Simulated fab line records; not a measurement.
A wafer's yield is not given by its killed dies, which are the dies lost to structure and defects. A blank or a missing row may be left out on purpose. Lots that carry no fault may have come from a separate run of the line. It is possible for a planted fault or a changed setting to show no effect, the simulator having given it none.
fab line records + flow nand-harc
record
- lots=11
- wafers=31
- last-day=24
route steps=1159 shown A_CHANNEL_HOLE_D1@474 A_CHANNEL_FILL_D1@492 END@1158
lots with no fault: from the same line, run without faults
start-h: start of the lot's first displayed wafer, in hours after the record's first day + wait-h: how many hours have passed since the lot's step before this one + " unchanged from the row above + L1.1+2: a single row standing in for several wafers + - no value, or no start given + * or withheld: withheld + < > ~ a bound
route shown NAME@n: NAME is a module with steps in the file, n the number in the route of the first one + usual: average and standard deviation across the fault-free wafers + same: alike in all rows + chamber/n: place in a boat + sites: the reading at each site + _std_site: the values' standard deviation + _edge_site: outer sites' mean less inner sites' + radius-mm: for every site, how far away it sits from the centre of the wafer + mask NAME#n: copy n + behind: the most recent tool/chamber to have shaped the wafer + hold: cause of the lot's hold/its duration in hours/its outcome + device: the transistor (n, p or np) that didn't switch + end of line: at the end of the route, the tests of the same wafers + step lacking rows: just its recipe + killed: dies that structure and defects cost at the first sort, which is not the same as the wafer's yield + map: shows each die of a wafer: x if killed, . if not, _ if none is there
set.NAME: the setting as run; set.NAME@STEP: as run at that earlier step + model.NAME: the simulator's own value behind a step, which no gauge read
a sample of lots followed through the steps of the route, with each step as a table and each wafer as a row
services: a tool's chamber out of use, with start hour (start-h, from the record's first day; less than 0 if before it), hours out, and reason
## steps
# step NHARC_A_CHANNEL_HOLE_D1_ETCH_22
# recipe
- bias-v=3000
- source-w=withheld
- pressure-mtorr=20
- time-s=666.7
- ar-flow-sccm=375
- c4f8-flow-sccm=89.3
- o2-flow-sccm=35.7
- temp-c=-20
- target-depth-a=16000
- chemistry=C4F8/O2/Ar
# usual
- drypump-motor-current-A=5.6/0.35
- he-backside-leak-sccm=5.6/0.51
- showerhead-plenum-p-Torr=3.74/0.14
- throttle-valve-pct=32.155/0.0089
| lot.wafer | tool        | chamber | start-h | wait-h | drypump-motor-current-A | he-backside-leak-sccm | rf-hours-counter-h | showerhead-plenum-p-Torr | throttle-valve-pct |
|-----------|-------------|---------|---------|--------|-------------------------|-----------------------|--------------------|--------------------------|--------------------|
| L970.2    | har-etch-02 | 0       | 189.88  | 0.4    | 5.4                     | 6.2                   | 106                | 3.54                     | 32.149             |
| L970.3    | "           | 0       | "       | "      | 5.5                     | 6.2                   | -                  | 3.54                     | 32.145             |
| L970.5    | "           | 1       | "       | "      | 5.9                     | 5.0                   | -                  | 3.87                     | 32.162             |
| L971.2    | har-etch-01 | 0       | 189.92  | 0.4    | 6.1                     | 5.5                   | 188                | 3.83                     | 32.162             |
| L971.5    | "           | 0       | "       | "      | 6.1                     | 5.3                   | -                  | 3.83                     | 32.152             |
| L971.6    | "           | 1       | "       | "      | 5.1                     | 5.4                   | -                  | 3.83                     | 32.148             |
| L973.2    | har-etch-02 | 0       | 194.03  | 0.4    | 5.4                     | 6.3                   | 110                | 3.53                     | 32.153             |
| L973.4    | "           | 1       | "       | "      | 5.9                     | 5.1                   | -                  | 3.87                     | 32.167             |
| L973.3    | "           | 0       | "       | "      | 5.4                     | 6.2                   | -                  | 3.53                     | 32.169             |
| L972.1    | har-etch-01 | 0       | 194.09  | 0.4    | 6.0                     | 5.2                   | 192                | 3.82                     | 32.151             |
| L972.2    | "           | 1       | "       | "      | 5.1                     | 5.5                   | 192                | 3.82                     | 32.155             |
| L972.6    | "           | 1       | "       | "      | 5.1                     | 5.5                   | -                  | 3.82                     | 32.151             |
| L974.2    | har-etch-01 | 0       | 206.80  | 0.4    | 6.1                     | 5.5                   | 197                | 3.82                     | 32.167             |
| L974.1    | "           | 1       | "       | "      | 5.1                     | 5.7                   | 197                | 3.82                     | 32.144             |
| L974.3    | "           | 0       | "       | "      | 6.1                     | 5.5                   | -                  | 3.82                     | 32.146             |
| L975.2    | har-etch-02 | 0       | 219.48  | 0.4    | 5.4                     | 6.0                   | 122                | 3.53                     | 32.161             |
| L975.4    | "           | 1       | "       | "      | 5.9                     | 4.9                   | -                  | 3.86                     | 32.163             |
| L975.3    | "           | 0       | "       | "      | 5.5                     | 6.3                   | -                  | 3.53                     | 32.156             |
| L978.5    | har-etch-01 | 0       | 225.09  | 0.5    | 6.1                     | 5.2                   | -                  | 3.82                     | 32.142             |
| L987.2    | har-etch-02 | 0       | 281.90  | 0.4    | 5.4                     | 6.4                   | 149                | 3.51                     | 32.166             |
| L987.6    | "           | 0       | "       | "      | 5.5                     | 6.4                   | -                  | 3.51                     | 32.142             |
| L987.5    | "           | 1       | "       | "      | 5.9                     | 5.2                   | -                  | 3.85                     | 32.159             |
| L988.1    | har-etch-02 | 1       | 286.09  | 0.4    | 5.9                     | 5.6                   | 153                | 3.85                     | 32.136             |
| L988.2    | "           | 0       | "       | "      | 5.4                     | 6.1                   | 153                | 3.51                     | 32.142             |
| L988.4    | "           | 0       | "       | "      | 5.5                     | 6.1                   | -                  | 3.51                     | 32.157             |
| L993.2    | har-etch-02 | 0       | 312.73  | 0.4    | 5.4                     | 8.5                   | 163                | 3.51                     | 32.165             |
| L993.1    | "           | 1       | "       | "      | 5.9                     | 5.2                   | 163                | 3.84                     | 32.130             |
| L993.4    | "           | 1       | "       | "      | 5.9                     | 5.3                   | -                  | 3.84                     | 32.159             |
| L992.2    | har-etch-02 | 0       | 321.07  | 0.4    | 5.5                     | 6.1                   | 171                | 3.50                     | 32.160             |
| L992.3    | "           | 1       | "       | "      | 5.9                     | 5.2                   | -                  | 3.84                     | 32.142             |
| L992.6    | "           | 0       | "       | "      | 5.4                     | 6.7                   | -                  | 3.50                     | 32.158             |
# step NHARC_A_CHANNEL_HOLE_D1_ETCH_24
# recipe
- bias-v=5000
- source-w=withheld
- pressure-mtorr=20
- time-s=906.2
- ar-flow-sccm=375
- c4f8-flow-sccm=93.8
- o2-flow-sccm=31.2
- temp-c=-20
- target-depth-a=15000
- chemistry=C4F8/O2/Ar
# usual
- drypump-motor-current-A=5.6/0.35
- he-backside-leak-sccm=5.6/0.56
- showerhead-plenum-p-Torr=3.74/0.14
- throttle-valve-pct=32.235/0.0092
| lot.wafer | tool        | chamber | start-h | wait-h | drypump-motor-current-A | he-backside-leak-sccm | rf-hours-counter-h | showerhead-plenum-p-Torr | throttle-valve-pct |
|-----------|-------------|---------|---------|--------|-------------------------|-----------------------|--------------------|--------------------------|--------------------|
| L970.2    | har-etch-02 | 0       | 191.17  | 0.6    | 5.4                     | 5.7                   | 107                | 3.53                     | 32.226             |
| L970.3    | "           | 0       | "       | "      | 5.4                     | 5.7                   | -                  | 3.53                     | 32.241             |
| L970.5    | "           | 1       | "       | "      | 5.9                     | 5.0                   | -                  | 3.87                     | 32.241             |
| L971.2    | har-etch-01 | 0       | 191.20  | 0.6    | 6.1                     | 5.3                   | 189                | 3.82                     | 32.246             |
| L971.5    | "           | 0       | "       | "      | 6.1                     | 5.4                   | -                  | 3.82                     | 32.255             |
| L971.6    | "           | 1       | "       | "      | 5.1                     | 5.1                   | -                  | 3.82                     | 32.231             |
| L973.2    | har-etch-02 | 0       | 195.30  | 0.6    | 5.4                     | 6.2                   | 111                | 3.53                     | 32.244             |
| L973.4    | "           | 1       | "       | "      | 5.9                     | 4.9                   | -                  | 3.86                     | 32.209             |
| L973.3    | "           | 0       | "       | "      | 5.5                     | 6.0                   | -                  | 3.53                     | 32.226             |
| L972.1    | har-etch-01 | 0       | 195.35  | 0.6    | 6.1                     | 5.1                   | 193                | 3.82                     | 32.242             |
| L972.2    | "           | 1       | "       | "      | 5.1                     | 5.5                   | 193                | 3.82                     | 32.237             |
| L972.6    | "           | 1       | "       | "      | 5.1                     | 5.4                   | -                  | 3.82                     | 32.235             |
| L974.2    | har-etch-01 | 0       | 208.06  | 0.6    | 6.1                     | 5.5                   | 199                | 3.82                     | 32.245             |
| L974.1    | "           | 1       | "       | "      | 5.1                     | 5.2                   | 199                | 3.82                     | 32.222             |
| L974.3    | "           | 0       | "       | "      | 6.1                     | 5.5                   | -                  | 3.82                     | 32.251             |
| L975.2    | har-etch-02 | 0       | 220.76  | 0.6    | 5.4                     | 6.1                   | 124                | 3.52                     | 32.227             |
| L975.4    | "           | 1       | "       | "      | 5.9                     | 5.5                   | -                  | 3.86                     | 32.234             |
| L975.3    | "           | 0       | "       | "      | 5.4                     | 6.0                   | -                  | 3.52                     | 32.234             |
| L978.5    | har-etch-01 | 0       | 226.52  | 0.6    | 6.1                     | 5.5                   | -                  | 3.81                     | 32.233             |
| L987.2    | har-etch-02 | 0       | 283.18  | 0.6    | 5.5                     | 6.1                   | 151                | 3.51                     | 32.234             |
| L987.6    | "           | 0       | "       | "      | 5.5                     | 6.1                   | -                  | 3.51                     | 32.234             |
| L987.5    | "           | 1       | "       | "      | 5.9                     | 4.8                   | -                  | 3.84                     | 32.235             |
| L988.1    | har-etch-02 | 1       | 287.35  | 0.6    | 5.9                     | 5.2                   | 155                | 3.84                     | 32.251             |
| L988.2    | "           | 0       | "       | "      | 5.5                     | 6.3                   | 155                | 3.51                     | 32.244             |
| L988.4    | "           | 0       | "       | "      | 5.5                     | 6.3                   | -                  | 3.51                     | 32.219             |
| L993.2    | har-etch-02 | 0       | 313.99  | 0.6    | 5.5                     | 6.3                   | 164                | 3.50                     | 32.236             |
| L993.1    | "           | 1       | "       | "      | 5.9                     | 5.5                   | 164                | 3.83                     | 32.251             |
| L993.4    | "           | 1       | "       | "      | 5.9                     | 5.0                   | -                  | 3.83                     | 32.238             |
| L992.2    | har-etch-02 | 0       | 322.32  | 0.6    | 5.4                     | 6.3                   | 172                | 3.50                     | 32.228             |
| L992.3    | "           | 1       | "       | "      | 5.8                     | 5.4                   | -                  | 3.83                     | 32.243             |
| L992.6    | "           | 0       | "       | "      | 5.5                     | 6.6                   | -                  | 3.50                     | 32.230             |
# step NHARC_A_CHANNEL_FILL_D1_ALD_02
# recipe
- target-thk-a=60
- pulse-time-s=10
- ald-cycles=60
- temp-c=300
- material=SiO2
# usual
- ald-cycles=60/0
- heater-power-w=478/35
- precursor-pulse-height-rel=1.001/0.022
| lot.wafer | tool      | chamber | start-h | wait-h | ald-cycles | heater-power-w | precursor-pulse-height-rel |
|-----------|-----------|---------|---------|--------|------------|----------------|----------------------------|
| L970.3    | ald-hk-02 | 2       | 194.81  | -      | 60         | 491            | 0.943                      |
| L970.2    | "         | 0       | "       | "      | 60         | 424            | 0.982                      |
| L970.5    | "         | 3       | "       | "      | 60         | 482            | 0.984                      |
| L971.2    | ald-hk-03 | 0       | 195.23  | 0.3    | 60         | 477            | 1.009                      |
| L971.5    | "         | 1       | "       | "      | 60         | 477            | 0.997                      |
| L971.6    | "         | 2       | "       | "      | 60         | 507            | 1.005                      |
| L973.3    | ald-hk-02 | 0       | 199.01  | -      | 60         | 427            | 1.005                      |
| L973.2    | "         | 1       | "       | "      | 60         | 524            | 0.989                      |
| L973.4    | "         | 2       | "       | "      | 60         | 477            | 1.014                      |
| L972.2    | ald-hk-03 | 1       | 199.13  | -      | 60         | 467            | 1.005                      |
| L972.1    | "         | 2       | "       | "      | 60         | 510            | 1.023                      |
| L972.6    | "         | 1       | "       | "      | 60         | 469            | 1.006                      |
| L974.3    | ald-hk-02 | 1       | 211.83  | -      | 60         | 513            | 1.021                      |
| L974.1    | "         | 2       | "       | "      | 60         | 488            | 0.986                      |
| L974.2    | "         | 3       | "       | "      | 60         | 481            | 1.001                      |
| L975.2    | ald-hk-03 | 2       | 224.49  | -      | 60         | 511            | 0.996                      |
| L975.4    | "         | 3       | "       | "      | 60         | 520            | 0.965                      |
| L975.3    | "         | 0       | "       | "      | 60         | 477            | 1.008                      |
| L978.5    | ald-hk-03 | 0       | 229.96  | -      | 113        | 478            | 0.978                      |
| L987.2    | ald-hk-04 | 1       | 286.97  | -      | 60         | 386            | 1.022                      |
| L987.5    | "         | 1       | "       | "      | 60         | 388            | 0.995                      |
| L987.6    | "         | 2       | "       | "      | 60         | 495            | 1.047                      |
| L988.4    | ald-hk-04 | 2       | 291.12  | -      | 60         | 498            | 0.981                      |
| L988.1    | "         | 0       | "       | "      | 60         | 481            | 0.983                      |
| L988.2    | "         | 1       | "       | "      | 60         | 385            | 0.998                      |
| L993.2    | ald-hk-02 | 3       | 317.78  | -      | 60         | 477            | 0.992                      |
| L993.1    | "         | 0       | "       | "      | 60         | 419            | 1.017                      |
| L993.4    | "         | 1       | "       | "      | 60         | 496            | 0.998                      |
| L992.2    | ald-hk-02 | 3       | 326.09  | -      | 60         | 481            | 0.984                      |
| L992.3    | "         | 0       | "       | "      | 60         | 418            | 0.986                      |
| L992.6    | "         | 3       | "       | "      | 60         | 474            | 1.003                      |
# step NHARC_A_CHANNEL_FILL_D1_ETCHBACK_20
# recipe
- target-depth-a=270
- time-s=13.5
- c4f8-flow-sccm=withheld
- o2-flow-sccm=8
- ar-flow-sccm=withheld
- rf-w=600
- bias-w=1500
- chemistry=C4F8/O2/Ar
# usual
- oes-product-au=0.97/0.036
- rf-vpp-V=975/4.6
| lot.wafer | tool        | chamber | start-h | wait-h | oes-product-au | rf-hours-counter-h | rf-vpp-V |
|-----------|-------------|---------|---------|--------|----------------|--------------------|----------|
| L970.2    | rie-diel-09 | 0       | 219.34  | -      | 0.92           | 5.0                | 976      |
| L970.3    | "           | 1       | "       | "      | 0.92           | 5.1                | 985      |
| L970.5    | "           | 2       | "       | "      | 0.90           | -                  | 973      |
| L971.2    | rie-diel-10 | 1       | 219.35  | -      | 1.00           | 0.6                | 976      |
| L971.6    | "           | 2       | "       | "      | 1.00           | -                  | 973      |
| L971.5    | "           | 3       | "       | "      | 1.00           | -                  | 971      |
| L973.2    | rie-diel-09 | 2       | 223.98  | -      | 0.92           | 5.5                | 973      |
| L973.3    | "           | 3       | "       | "      | 0.92           | 5.5                | 970      |
| L973.4    | "           | 1       | "       | "      | 0.92           | 5.2                | 985      |
| L972.1    | rie-diel-10 | 3       | 223.99  | -      | 0.99           | 0.9                | 969      |
| L972.2    | "           | 1       | "       | "      | 0.99           | 0.7                | 974      |
| L972.6    | "           | 3       | "       | "      | 0.98           | -                  | 972      |
| L974.3    | rie-diel-10 | 0       | 236.03  | -      | 0.97           | 1.1                | 979      |
| L974.1    | "           | 1       | "       | "      | 0.98           | 1.0                | 974      |
| L974.2    | "           | 3       | "       | "      | 0.96           | 1.2                | 971      |
| L975.4    | rie-diel-09 | 0       | 250.94  | -      | 0.92           | 6.3                | 975      |
| L975.3    | "           | 1       | "       | "      | 1.00           | 6.3                | 984      |
| L975.2    | "           | 2       | "       | "      | 0.92           | 6.5                | 974      |
| L978.5    | rie-diel-10 | 2       | 256.25  | -      | 1.00           | -                  | 974      |
| L988.4    | rie-diel-04 | 1       | 314.49  | -      | 1.01           | 2.7                | 972      |
| L988.1    | "           | 2       | "       | "      | 0.99           | 3.0                | 984      |
| L988.2    | "           | 0       | "       | "      | 1.00           | 2.3                | 980      |
| L987.2    | rie-diel-09 | 0       | 314.53  | -      | 0.94           | 1.5                | 974      |
| L987.6    | "           | 1       | "       | "      | 0.95           | -                  | 987      |
| L987.5    | "           | 2       | "       | "      | 0.94           | -                  | 972      |
| L993.2    | rie-diel-09 | 1       | 345.68  | -      | 1.01           | 2.9                | 985      |
| L993.4    | "           | 2       | "       | "      | 1.00           | 2.9                | 973      |
| L993.1    | "           | 3       | "       | "      | 1.00           | 2.9                | 968      |
| L992.3    | rie-diel-10 | 3       | 350.80  | -      | 0.99           | 3.6                | 970      |
| L992.2    | "           | 1       | "       | "      | 1.00           | 3.5                | 976      |
| L992.6    | "           | 2       | "       | "      | 0.96           | -                  | 974      |
# step NHARC_END_WLT_00
# usual
- VT_DECK1_BOTTOM=0.874/0.0078
- VT_DECK1_BOTTOM_INNER=0.873/0.008
- VT_DECK1_MEDIAN_NEAR_BOTTOM=0.874/0.0071
- VT_DECK1_MEDIAN_NEAR_BOTTOM_INNER=0.874/0.0076
- VT_DECK1_MIDDLE=0.886/0.0081
- VT_DECK1_MIDDLE_INNER=0.886/0.0071
- VT_DECK1_TOP=0.897/0.0078
- VT_DECK1_TOP_INNER=0.898/0.008
| lot.wafer | tool      | chamber | start-h | wait-h | VT_DECK1_BOTTOM | VT_DECK1_BOTTOM_INNER | VT_DECK1_MEDIAN_NEAR_BOTTOM | VT_DECK1_MEDIAN_NEAR_BOTTOM_INNER | VT_DECK1_MIDDLE | VT_DECK1_MIDDLE_INNER | VT_DECK1_TOP | VT_DECK1_TOP_INNER |
|-----------|-----------|---------|---------|--------|-----------------|-----------------------|-----------------------------|-----------------------------------|-----------------|-----------------------|--------------|--------------------|
| L973.2    | prober-01 | -       | 453.10  | 0.5    | 0.886           | 0.883                 | 0.887                       | 0.884                             | 0.907           | 0.894                 | 0.904        | 0.912              |
| L973.3    | "         | -       | "       | "      | 0.889           | 0.883                 | 0.882                       | 0.886                             | 0.899           | 0.903                 | 0.910        | 0.908              |
| L973.4    | "         | -       | "       | "      | 0.877           | 0.890                 | 0.882                       | 0.887                             | 0.886           | 0.891                 | 0.906        | 0.912              |
| L971.2    | prober-02 | -       | 458.42  | 5.9    | 0.863           | 0.861                 | 0.865                       | 0.865                             | 0.887           | 0.871                 | 0.893        | 0.891              |
| L971.5    | "         | -       | 459.91  | 7.4    | 0.866           | 0.869                 | 0.864                       | 0.867                             | 0.869           | 0.880                 | 0.888        | 0.890              |
| L971.6    | "         | -       | "       | "      | 0.866           | 0.875                 | 0.868                       | 0.874                             | 0.883           | 0.878                 | 0.884        | 0.883              |
| L970.2    | prober-01 | -       | 460.90  | 8.3    | 0.867           | 0.864                 | 0.874                       | 0.868                             | 0.882           | 0.890                 | 0.895        | 0.894              |
| L970.3    | "         | -       | "       | "      | 0.872           | 0.876                 | 0.870                       | 0.875                             | 0.884           | 0.887                 | 0.893        | 0.904              |
| L970.5    | "         | -       | 462.39  | 9.8    | 0.866           | 0.865                 | 0.869                       | 0.860                             | 0.884           | 0.884                 | 0.894        | 0.892              |
| L972.1    | prober-02 | -       | 465.71  | 9.6    | 0.896           | 0.888                 | 0.886                       | 0.890                             | 0.910           | 0.896                 | 0.911        | 0.919              |
| L972.2    | "         | -       | "       | "      | 0.887           | 0.880                 | 0.891                       | 0.895                             | 0.900           | 0.899                 | 0.908        | 0.914              |
| L972.6    | "         | -       | 468.18  | 12.1   | 0.894           | 0.888                 | 0.890                       | 0.890                             | 0.901           | 0.895                 | 0.916        | 0.911              |
| L974.1    | prober-01 | -       | 470.58  | 0.0    | 0.874           | 0.876                 | 0.868                       | 0.867                             | 0.885           | 0.891                 | 0.905        | 0.893              |
| L974.2    | "         | -       | "       | "      | 0.875           | 0.869                 | 0.874                       | 0.874                             | 0.885           | 0.878                 | 0.893        | 0.891              |
| L974.3    | "         | -       | "       | "      | 0.876           | 0.870                 | 0.884                       | 0.886                             | 0.887           | 0.885                 | 0.896        | 0.894              |
| L975.2    | prober-01 | -       | 487.10  | 0.5    | 0.865           | 0.876                 | 0.876                       | 0.863                             | 0.883           | 0.882                 | 0.896        | 0.900              |
| L975.3    | "         | -       | "       | "      | 0.875           | 0.877                 | 0.870                       | 0.862                             | 0.878           | 0.879                 | 0.891        | 0.901              |
| L975.4    | "         | -       | "       | "      | 0.876           | 0.871                 | 0.871                       | 0.868                             | 0.880           | 0.885                 | 0.894        | 0.896              |
| L978.5    | prober-02 | -       | 496.42  | 4.4    | 0.893           | 0.884                 | 0.883                       | 0.880                             | 0.898           | 0.903                 | 0.922        | 0.919              |
| L987.2    | prober-01 | -       | 542.05  | 0.5    | 0.871           | 0.869                 | 0.865                       | 0.869                             | 0.881           | 0.878                 | 0.891        | 0.900              |
| L987.5    | "         | -       | 543.54  | 2.0    | 0.865           | 0.860                 | 0.864                       | 0.864                             | 0.880           | 0.877                 | 0.889        | 0.885              |
| L987.6    | "         | -       | "       | "      | 0.868           | 0.862                 | 0.870                       | 0.867                             | 0.879           | 0.878                 | 0.891        | 0.892              |
| L988.1    | prober-01 | -       | 563.14  | 0.0    | 0.869           | 0.875                 | 0.870                       | 0.867                             | 0.888           | 0.886                 | 0.893        | 0.891              |
| L988.2    | "         | -       | "       | "      | 0.879           | 0.874                 | 0.874                       | 0.870                             | 0.884           | 0.880                 | 0.899        | 0.910              |
| L988.4    | "         | -       | 564.65  | 1.6    | 0.881           | 0.870                 | 0.873                       | 0.870                             | 0.887           | 0.883                 | 0.898        | 0.904              |
| L992.2    | prober-01 | -       | 572.58  | 0.5    | 0.873           | 0.875                 | 0.868                       | 0.869                             | 0.886           | 0.891                 | 0.896        | 0.899              |
| L992.3    | "         | -       | "       | "      | 0.872           | 0.879                 | 0.873                       | 0.878                             | 0.882           | 0.888                 | 0.900        | 0.892              |
| L992.6    | "         | -       | 574.59  | 2.5    | 0.876           | 0.878                 | 0.873                       | 0.880                             | 0.880           | 0.880                 | 0.895        | 0.902              |
| L993.1    | prober-02 | -       | 578.72  | 6.7    | 0.876           | 0.869                 | 0.870                       | 0.871                             | 0.885           | 0.887                 | 0.896        | 0.902              |
| L993.2    | "         | -       | "       | "      | 0.869           | 0.865                 | 0.873                       | 0.867                             | 0.890           | 0.876                 | 0.883        | 0.896              |
| L993.4    | "         | -       | 580.23  | 8.2    | 0.878           | 0.876                 | 0.876                       | 0.877                             | 0.895           | 0.894                 | 0.892        | 0.897              |
# step NHARC_END_SORT_01
# recipe
- temp-c=25
# usual
- killed-at-array=29/12
- killed-at-other=0.7/1
- killed-at-periphery=4/3.2
- killed-dies=34/12
- killed-open=3.4/2
- killed-short=1.8/1.3
# same
- gross-dies=677
| lot.wafer | tool      | chamber | start-h | wait-h | killed-at-array | killed-at-other | killed-at-periphery | killed-dies | killed-open | killed-short |
|-----------|-----------|---------|---------|--------|-----------------|-----------------|---------------------|-------------|-------------|--------------|
| L987.2    | prober-01 | 0       | 545.33  | 2.8    | 46              | 0               | 6                   | 52          | 5           | 1            |
| L987.5    | prober-01 | 0       | 547.71  | 3.7    | 28              | 0               | 8                   | 36          | 1           | 1            |
| L987.6    | prober-01 | 0       | 548.51  | 4.0    | 39              | 0               | 6                   | 45          | 1           | 2            |
| L988.1    | prober-01 | 0       | 566.16  | 2.5    | 16              | 3               | 2                   | 21          | 4           | 1            |
| L988.2    | prober-01 | 0       | 566.97  | 2.8    | 18              | 2               | 2                   | 22          | 3           | 4            |
| L988.4    | prober-01 | 0       | 568.59  | 3.4    | 24              | 2               | 3                   | 29          | 4           | 5            |
# killed by level:class
L987.2 A_SLIT:chamber-film-flake=17 A_CHANNEL_HOLE_D1:chamber-film-flake=14 A_CONTACT:chamber-film-flake=4 P_M1:chamber-film-flake=3 A_STAIRCASE:chamber-film-flake=3 P_CONTACT:chamber-film-flake=2 A_WL_FILL:chamber-film-flake=2 A_SGD_CUT:geometric-particle:open=1
L987.5 A_SLIT:chamber-film-flake=14 A_CHANNEL_HOLE_D1:chamber-film-flake=10 P_GATE:chamber-film-flake=3 A_CONTACT:chamber-film-flake=3 P_M1:chamber-film-flake=2 P_M1:geometric-particle:open=1 P_M1:geometric-particle:short=1 P_CONTACT:chamber-film-flake=1
L987.6 A_CHANNEL_HOLE_D1:chamber-film-flake=15 A_SLIT:chamber-film-flake=14 A_CONTACT:chamber-film-flake=6 P_STI:chamber-film-flake=2 P_M1:chamber-film-flake=2 A_STAIRCASE:chamber-film-flake=2 P_CONTACT:geometric-particle:open=1 A_SLIT:geometric-particle:short=1
L988.1 A_CHANNEL_HOLE_D1:chamber-film-flake=5 A_CONTACT:chamber-film-flake=5 THIN_TSV:chamber-film-flake=3 A_CONTACT:geometric-particle:open=2 P_M0:geometric-particle:open=1 A_WL_FILL:geometric-particle:open=1 A_CONTACT:geometric-particle:short=1 P_CONTACT:chamber-film-flake=1
L988.2 A_CHANNEL_HOLE_D1:chamber-film-flake=8 A_CONTACT:chamber-film-flake=3 A_CHANNEL_HOLE_D1:geometric-particle:short=2 THIN_TSV:chamber-film-flake=2 A_CHANNEL_FILL_D1:geometric-particle:short=1 A_CHANNEL_FILL_D1:geometric-particle:open=1 A_SGD_CUT:geometric-particle:short=1 A_WL_FILL:geometric-particle:open=1
L988.4 A_CHANNEL_HOLE_D1:chamber-film-flake=7 A_CONTACT:chamber-film-flake=6 A_STAIRCASE:chamber-film-flake=5 A_CHANNEL_FILL_D1:geometric-particle:short=2 THIN_TSV:chamber-film-flake=2 P_GATE:geometric-particle:short=1 P_M0:geometric-particle:short=1 P_M2:geometric-particle:open=1
## services
| tool        | chamber | start-h | hours | kind                          |
|-------------|---------|---------|-------|-------------------------------|
| rie-diel-09 | 0       | 168.54  | 1.2   | repair                        |
| rie-diel-10 | -       | 176.50  | 9.0   | pm                            |
| rie-diel-04 | 1       | 181.25  | 4.5   | repair                        |
| rie-diel-09 | 0       | 184.15  | -     | clean                         |
| ald-hk-04   | -       | 186.00  | 10.0  | pm                            |
| rie-diel-04 | 1       | 188.07  | 9.5   | repair                        |
| rie-diel-04 | -       | 217.85  | 0.2   | repair                        |
| rie-diel-10 | 1       | 239.40  | 2.2   | repair                        |
| rie-diel-10 | 3       | 242.57  | 5.5   | repair                        |
| rie-diel-09 | -       | 254.10  | 9.0   | pm                            |
| rie-diel-10 | 0       | 273.46  | 4.8   | repair                        |
| rie-diel-09 | 0       | 275.28  | 1.2   | repair                        |
| rie-diel-04 | -       | 289.00  | 9.0   | pm                            |
| har-etch-01 | -       | 306.56  | 17.0  | pm                            |
| har-etch-01 | 0       | 306.56  | 17.0  | vent-cycle                    |
| har-etch-01 | 1       | 306.56  | 17.0  | vent-cycle                    |
| rie-diel-09 | 0       | 318.71  | 3.8   | repair                        |
| har-etch-01 | 0       | 323.56  | -     | clean                         |
| har-etch-01 | 0       | 323.56  | -     | consumable-replace:focus-ring |
| har-etch-01 | 1       | 323.56  | -     | clean                         |
| har-etch-01 | 1       | 323.56  | -     | consumable-replace:focus-ring |
| rie-diel-04 | -       | 328.10  | 0.2   | repair                        |
| rie-diel-04 | 1       | 332.72  | 9.0   | repair                        |
| rie-diel-10 | 2       | 335.34  | 8.8   | repair                        |
## key
first-sign
- step=NHARC_A_CHANNEL_FILL_D1_ALD_02
- reading=ald-cycles
- direction=up
- sigmas=99+
- usual=60
- struck=113
effect
- step=NHARC_END_WLT_00
- reading=VT_DECK1_TOP
- direction=up
- sigmas=3.2
- usual=0.897
- struck=0.922
met-at NHARC_A_CHANNEL_FILL_D1_ALD_02
struck-lots L978
struck-wafers L978.5
tester-left-out L978
not-acting-at NHARC_A_CHANNEL_HOLE_D1_ETCH_22,NHARC_A_CHANNEL_HOLE_D1_ETCH_24,NHARC_A_CHANNEL_FILL_D1_ETCHBACK_20
onset-between 224.49 229.96
fault
- kind=process-parameter-drift
- tool=ald-hk-03
- chamber=0
- onset-h=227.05
- steps=NHARC_A_CHANNEL_FILL_D1_ALD_02
- channel=ald-cycles
- offset=53
- shape=step
- end-h=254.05
- acts-in=these-recipes-only
- stated=60
# tester-left-out: of these lots the tester's yield and bins aren't shown, on N5 and GAA mostly nor the transistor test; their killed dies are dies lost to structure and defects alone, not to doping, threshold or leakage, so they don't give the yield
